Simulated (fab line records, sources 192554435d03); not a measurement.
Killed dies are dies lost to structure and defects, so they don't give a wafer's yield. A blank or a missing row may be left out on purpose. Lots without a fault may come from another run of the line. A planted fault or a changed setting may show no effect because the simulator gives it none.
Split-lot experiment | flow n5_finfet | 7 lots, 21 wafers read, on a route of 1938 steps

THE SPLIT
At N5_BEOL_M6_COAT_60 (time 60 s, resist thk 35 nm), the setting spin_rpm was moved away from the recipe's 1500 rpm on 10 of the 21 wafers read, by -9.4% to +6.9%. The other wafers ran this setting at the recipe's value.

FROM THE SPLIT TO THE READING: what the file shows between them, 4 steps
- N5_BEOL_M6_COAT_05: resist thk 90 nm
- N5_BEOL_M6_EBR_07
- N5_BEOL_M6_DESCUM_16: chemistry O2, time 7.9 s
- N5_BEOL_M6_ETCH_61: etches SiARC in CF4, target depth 45.5 nm, time 75.8 s

THE READING
SiARC_of_BEOL_M6_COAT_60.thk_nm (the simulator's own value, which no gauge read), in nm, at N5_BEOL_M6_ETCH_62 (etches SOC in N2/H2, target depth 110 nm, overetch 22 nm, time 165 s). The file gives no usual value for it. The 11 wafers here that ran the recipe average 28.4 nm, standard deviation 0.23 nm.

wafer  | tool, chamber at the split | spin_rpm as run, rpm | against the recipe | SiARC_of_BEOL_M6_COAT_60.thk_nm, nm | against lot-mates on the recipe
L077.1 | litho_track-05, 0          | 1500                 | recipe             | 28.2                                | -
L077.2 | litho_track-05, 0          | 1365                 | -9.0%              | 30.4                                | +2.2
L077.3 | litho_track-05, 0          | 1365                 | -9.0%              | 30.4                                | +2.2
L078.3 | litho_track-04, 0          | 1453                 | -3.1%              | 29.4                                | +1.0
L078.4 | litho_track-04, 0          | 1453                 | -3.1%              | 29.4                                | +1.0
L078.5 | litho_track-04, 0          | 1500                 | recipe             | 28.4                                | -
L079.2 | litho_track-03, 0          | 1552                 | +3.5%              | 28.2                                | -0.3
L079.4 | litho_track-03, 0          | 1500                 | recipe             | 28.4                                | -
L079.5 | litho_track-03, 0          | 1500                 | recipe             | 28.6                                | -
L080.3 | litho_track-05, 0          | 1391                 | -7.3%              | 30                                  | +1.8
L080.5 | litho_track-05, 0          | 1391                 | -7.3%              | 30                                  | +1.8
L080.4 | litho_track-05, 0          | 1500                 | recipe             | 28.2                                | -
L091.4 | litho_track-04, 0          | 1500                 | recipe             | 28.2                                | -
L091.5 | litho_track-04, 0          | 1359                 | -9.4%              | 30.4                                | +2.3
L091.6 | litho_track-04, 0          | 1500                 | recipe             | 28                                  | -
L094.2 | litho_track-03, 0          | 1500                 | recipe             | 28.2                                | -
L094.3 | litho_track-03, 0          | 1500                 | recipe             | 28.6                                | -
L094.4 | litho_track-03, 0          | 1500                 | recipe             | 28.8                                | -
L095.2 | litho_track-03, 0          | 1500                 | recipe             | 28.6                                | -
L095.3 | litho_track-03, 0          | 1603                 | +6.9%              | 27.2                                | -1.4
L095.5 | litho_track-03, 0          | 1603                 | +6.9%              | 27                                  | -1.6

THE FIT
A straight line over all 21 wafers: SiARC_of_BEOL_M6_COAT_60.thk_nm changes by -0.208 nm for each +1% of spin_rpm; r = -0.97; the points scatter about the line by 0.24 nm.
The same after taking each lot's own level away (the mean of its wafers on the recipe; 21 wafers): -0.234 nm for each +1%; r = -0.99; scatter 0.17 nm.
On that fit, the largest move of spin_rpm shifts the reading by 2.2 nm.
The lots' own levels span 28.10 to 28.60 nm, that is 2.1 times the standard deviation above.
So the lot-to-lot level changes the slope: the two fits differ.
Check: with one of the wafers moved furthest among these (-9.4%) left out of the fit, the line predicts +2.28 nm for it against its lot-mates. It came out at +2.3 nm against them.

OTHER SPLITS ON THESE WAFERS
These wafers also went through other splits before the reading. Each is held against what the fit with the lots' levels taken away leaves over:
other split on the same wafers | wafers away from the commonest value | r with SiARC_of_BEOL_M6_COAT_60.thk_nm (lot level and that fit taken away)
N5_BEOL_M5_ETCH_72 bias_w      | 9                                    | +0.08
N5_BEOL_M5_COAT_74 spin_rpm    | 6                                    | +0.13
N5_BEOL_M6_ILD_DEP_00 time_s   | 11                                   | +0.14

THE WHOLE CHAIN: every reading that the file lists as answering this split, in the file's order
step               | what it does                                                         | reading                                                                            | change (the file's fit)               | r (the file's)
N5_BEOL_M6_COAT_60 | time 60 s, resist thk 35 nm                                          | SiARC_of_BEOL_M6_COAT_60.thk_nm (the simulator's own value, which no gauge read)   | -0.201 nm for each +1% of the setting | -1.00
N5_BEOL_M6_ETCH_61 | etches SiARC in CF4, target depth 45.5 nm, time 75.8 s               | etch.depth_nm (the simulator's own value, which no gauge read)                     | -0.189 nm for each +1% of the setting | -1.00
N5_BEOL_M6_ETCH_61 | etches SiARC in CF4, target depth 45.5 nm, time 75.8 s               | CAR-ArF_of_BEOL_M6_COAT_05.thk_nm (the simulator's own value, which no gauge read) | +0.168 nm for each +1% of the setting | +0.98
N5_BEOL_M6_ETCH_62 | etches SOC in N2/H2, target depth 110 nm, overetch 22 nm, time 165 s | SiARC_of_BEOL_M6_COAT_60.thk_nm (the simulator's own value, which no gauge read)   | -0.237 nm for each +1% of the setting | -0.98

THE FILE'S OWN FIT
SiARC_of_BEOL_M6_COAT_60.thk_nm changes by -0.237 nm for each +1% of spin_rpm, r = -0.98.
